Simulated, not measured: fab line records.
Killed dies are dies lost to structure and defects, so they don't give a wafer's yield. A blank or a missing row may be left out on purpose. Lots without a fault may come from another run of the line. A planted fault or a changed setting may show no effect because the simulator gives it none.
A lot that was struck, set against a sound lot | flow nand_harc | 41 out of 1159 route steps
Sound: these wafers, L216.1, L216.5, L216.6. Struck: wafer L213.5 (L213.2, L213.6, from the same lot, were not struck and are left out); the cause is given at the end.
Each step with rows lists, per side, the tool, then ch with its chambers, then its first start. Under that, the readings that differ: sound wafers | struck wafers | difference of the means | sigmas: that difference in standard deviations of wafers without a fault.
alike: readings with means less than 2 such deviations apart, plus words and numbers identical on both sides. not compared: withheld readings, readings lacking a value on some wafer, bounds such as >300 that could conceal the same value, and numbers that have no deviation in the record and whose values overlap.
Wherever a step has rows on one side only, a row that says differs or no value, or a row with sigmas, the two part there. Non-overlapping numbers with no deviation appear without sigmas and do not part them. A reading missing from all wafers of one side parts the sides only when that side holds two or more wafers.

first, 5 steps without rows for these wafers: NHARC_A_STAIRCASE_SRD_154; NHARC_A_STAIRCASE_ETCH_403 (etches SiO2 in dHF, target depth 108.2 nm); NHARC_A_STAIRCASE_ETCHBACK_422 (etches the open film in CH3F/O2, target depth 40 nm, time 74.286 s); NHARC_A_STAIRCASE_ETCH_423 (etches SiO2 in dHF, target depth 30 nm); NHARC_A_STAIRCASE_ETCHBACK_157 (etches the open film in CH3F/O2, target depth 90 nm, time 167.14 s).
NHARC_A_STAIRCASE_STRIP_475: strips in O2, time 20 s.
  sound on rie_diel-07 ch 0,2,3; struck on rie_diel-03 ch 2, day 18 06:58
  alike: drypump_motor_current_A, oes_product_au, rf_vpp_V, showerhead_plenum_p_Torr, throttle_valve_pct
  not compared: rf_hours_counter_h
NHARC_A_STAIRCASE_DEP_471: deposits SiO2, target thk 100 nm.
  sound on pecvd-03 ch 0,1, day 18 22:35; struck on pecvd-01 ch 2, day 18 07:07
  alike: heater_power_w, throttle_valve_pct
then, 2 steps without rows for these wafers: NHARC_A_STAIRCASE_CMP_472 (polishes SiO2); NHARC_A_STAIRCASE_SRD_474.
NHARC_A_STAIRCASE_INSPECT_155:
  sound on defect_inspect-01, day 18 23:13; struck on defect_inspect-02, day 18 07:40
  alike: raw_defect_count
NHARC_A_SGD_CUT_DEP_00: deposits SiNx, target thk 50 nm.
  sound on pecvd-03 ch 0,1,2, day 18 23:22; struck on pecvd-01 ch 0, day 18 07:44
  alike: heater_power_w
then, 10 steps without rows for these wafers: NHARC_A_SGD_CUT_DEHYDRATE_01 (time 120 s); NHARC_A_SGD_CUT_HMDS_02 (time 30 s); NHARC_A_SGD_CUT_COAT_56 (time 75 s); NHARC_A_SGD_CUT_COAT_57 (time 65 s); NHARC_A_SGD_CUT_COAT_03 (resist thk 90 nm); NHARC_A_SGD_CUT_SOFTBAKE_04 (time 55 s); NHARC_A_SGD_CUT_EBR_05; NHARC_A_SGD_CUT_EXPOSE_06 (exposes mask SGD); NHARC_A_SGD_CUT_PEB_07 (peb time 65 s); NHARC_A_SGD_CUT_DEVELOP_08 (develop time 35 s).
NHARC_A_SGD_CUT_CD_MEAS_09: the cd target is 100 nm.
  sound on cd_sem-02 ch 0, day 19 00:06; struck on cd_sem-03 ch 0, day 18 08:33
  alike: cd_nm
NHARC_A_SGD_CUT_OVL_MEAS_10:
  sound on overlay-01, day 19 00:11; struck on overlay-01, day 18 08:38
  reading           | sound       | struck | difference | sigmas
  overlay_y_nm (nm) | 1.2 1.3 1.0 | -0.9   | -2.1       | -2
  alike: overlay_x_nm
NHARC_A_SGD_CUT_INSPECT_11:
  sound on defect_inspect-01, day 19 00:13; struck on defect_inspect-01, day 18 08:41
  reading          | sound  | struck | difference | sigmas
  raw_defect_count | 8 12 7 | 35     | +26        | +3
then, 3 steps without rows for these wafers: NHARC_A_SGD_CUT_DESCUM_14 (chemistry O2, time 3 s); NHARC_A_SGD_CUT_ETCH_58 (etches the open film in CF4, target depth 39 nm, time 65 s); NHARC_A_SGD_CUT_ETCH_59 (etches the open film in N2/H2, target depth 260 nm, time 406.25 s).
NHARC_A_SGD_CUT_ETCH_15: etches the open film in CH3F/O2, target depth 75 nm, time 64.3 s.
  sound: rie_diel-04 ch 1,2,3; struck: rie_diel-01 ch 0
  alike: ch3f_flow_sccm, drypump_motor_current_A, oes_product_au, rf_vpp_V, showerhead_plenum_p_Torr, throttle_valve_pct
  not compared: rf_hours_counter_h
NHARC_A_SGD_CUT_ETCH_16: etches the open film in C4F8/O2/Ar, target depth 310.5 nm, time 155.2 s.
  sound: rie_diel-04 ch 1,2; struck: rie_diel-01 ch 0
  alike: oes_product_au, rf_vpp_V
  not compared: rf_hours_counter_h
then, 7 steps without rows for these wafers: NHARC_A_SGD_CUT_STRIP_60 (strips in C4F8/O2/Ar); NHARC_A_SGD_CUT_STRIP_17 (strips in O2); NHARC_A_SGD_CUT_PRECLEAN_18 (cleans in SC1); NHARC_A_SGD_CUT_SRD_19; NHARC_A_SGD_CUT_DEP_20 (deposits SiO2, target thk 150 nm); NHARC_A_SGD_CUT_ANNEAL_27 (time 1800 s); NHARC_A_SGD_CUT_CMP_21 (polishes, target thk 148.19 nm).
NHARC_A_SGD_CUT_THK_MEAS_22: measures by ellipsometry.
  sound on film_metro-02, day 19 05:58; struck on film_metro-02, day 18 14:43
  reading     | sound             | struck | difference | sigmas
  thk_nm (nm) | 148.3 145.1 144.5 | 149.2  | +3.2       | +2
then, 2 steps without rows for these wafers: NHARC_A_SGD_CUT_SRD_23; NHARC_A_SGD_CUT_ETCH_26 (etches SiO2 in dHF, target depth 45.8 nm).
NHARC_A_SGD_CUT_ETCHBACK_24: etches the open film in CH3F/O2, target depth 50 nm, time 92.857 s.
  sound on rie_diel-01 ch 0,3, day 19 06:16; struck on rie_diel-01 ch 3, day 18 14:58
  alike: ch3f_flow_sccm, drypump_motor_current_A, oes_product_au, rf_vpp_V, showerhead_plenum_p_Torr, throttle_valve_pct
  not compared: rf_hours_counter_h
-- jump in the record: it breaks off in module A_SGD_CUT and resumes in module END (first step shown: number 1159 of the route), and 6 days separate the struck wafers' starts before and after --
NHARC_END_SORT_01:
  only the struck wafers appear in the record here, on prober-01 ch 0 at day 24 09:05; the sound ones have no rows

WHERE THEY PART
First at NHARC_A_SGD_CUT_OVL_MEAS_10; last, within this record, at NHARC_END_SORT_01.

WHY: the cause the simulator had injected
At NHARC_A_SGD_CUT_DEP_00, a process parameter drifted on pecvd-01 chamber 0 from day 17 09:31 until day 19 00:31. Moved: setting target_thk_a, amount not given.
